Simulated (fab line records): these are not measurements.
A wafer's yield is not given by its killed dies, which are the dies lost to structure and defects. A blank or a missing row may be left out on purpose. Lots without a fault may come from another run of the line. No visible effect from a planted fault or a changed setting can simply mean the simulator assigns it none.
Which tool was responsible? / flow n5_finfet / 11 lots with 33 wafers sampled at 2 steps, on a route of 1938 steps

== WHAT EACH GAUGE READ, for each wafer ==
N5_MOL_CONTACT_COAG_OVL_MEAS_85.
lot=L075; measured=day 5 12:07; on=overlay-01; VG_OVL (nm)=-0.8 -1.1 -0.4
lot=L078; measured=day 6 04:26; on=overlay-02; VG_OVL (nm)=0.6 0.3 0.1
lot=L080; measured=day 6 20:47; on=overlay-02; VG_OVL (nm)=0.0 -0.8 -0.3
lot=L082; measured=day 7 05:35; on=overlay-02; VG_OVL (nm)=0.6 0.5 -0.8
lot=L084; measured=day 7 12:01; on=overlay-02; VG_OVL (nm)=0.6 0.5 -0.3
lot=L087; measured=day 8 03:55; on=overlay-01; VG_OVL (nm)=0.9 0.2 0.8
lot=L089; measured=day 9 03:56; on=overlay-01; VG_OVL (nm)=-0.6 -0.6 0.6
lot=L092; measured=day 9 14:11; on=overlay-02; VG_OVL (nm)=1.0 -0.4 0.5
lot=L093; measured=day 9 21:29; on=overlay-02; VG_OVL (nm)=0.5 0.1 -1.0
lot=L095; measured=day 10 21:17; on=overlay-01; VG_OVL (nm)=-0.8 0.3 -0.2
lot=L096; measured=day 11 08:40; on=overlay-01; VG_OVL (nm)=-0.6 -0.5 0.2

== TOOL THAT RAN EACH LOT (tool first, then ch and the chambers of the sampled wafers, then the start) ==
lot=L075; N5_GATE_CUT_ETCH_37=rie_diel-05 ch 1,2,3, day 4 20:28
lot=L078; N5_GATE_CUT_ETCH_37=rie_diel-04 ch 0,2,3, day 5 16:47
lot=L080; N5_GATE_CUT_ETCH_37=rie_diel-04 ch 2,3, day 6 07:31
lot=L082; N5_GATE_CUT_ETCH_37=rie_diel-01 ch 0,1,3, day 6 13:26
lot=L084; N5_GATE_CUT_ETCH_37=rie_diel-04 ch 1,3, day 6 23:19
lot=L087; N5_GATE_CUT_ETCH_37=rie_diel-01 ch 1,2, day 7 17:01
lot=L089; N5_GATE_CUT_ETCH_37=rie_diel-04 ch 0,1,2, day 8 12:21
lot=L092; N5_GATE_CUT_ETCH_37=rie_diel-05 ch 0,1,2, day 9 00:22
lot=L093; N5_GATE_CUT_ETCH_37=rie_diel-04 ch 0,2, day 9 07:14
lot=L095; N5_GATE_CUT_ETCH_37=rie_diel-04 ch 1,2,3, day 10 03:33
lot=L096; N5_GATE_CUT_ETCH_37=rie_diel-05 ch 0,2,3, day 10 17:08
- N5_GATE_CUT_ETCH_37: etches SOC in N2/H2, target depth 60 nm, overetch 12 nm, time 90 s.

== THE ANSWER, worked out from the rows above alone ==
Rule: what is usual is taken from the lots themselves. The widest of any qualifying gaps counts: lots, ordered by their means at a reading, are off when they make up no more than a third of the lots, leave a main group of 4 or more, and stand apart from it by 3 or more times the standard deviation of that group's means. If all means in a main group match to the digits the tables above print for the reading, that group is not used. Also off: a lot with no number at a reading for which 4 or more lots have one. The other lots that the step has rows for count as sound.
Nothing can be told from this: no lot is off at any reading shown.

== WHAT WAS PUT IN BY THE SIMULATOR ==
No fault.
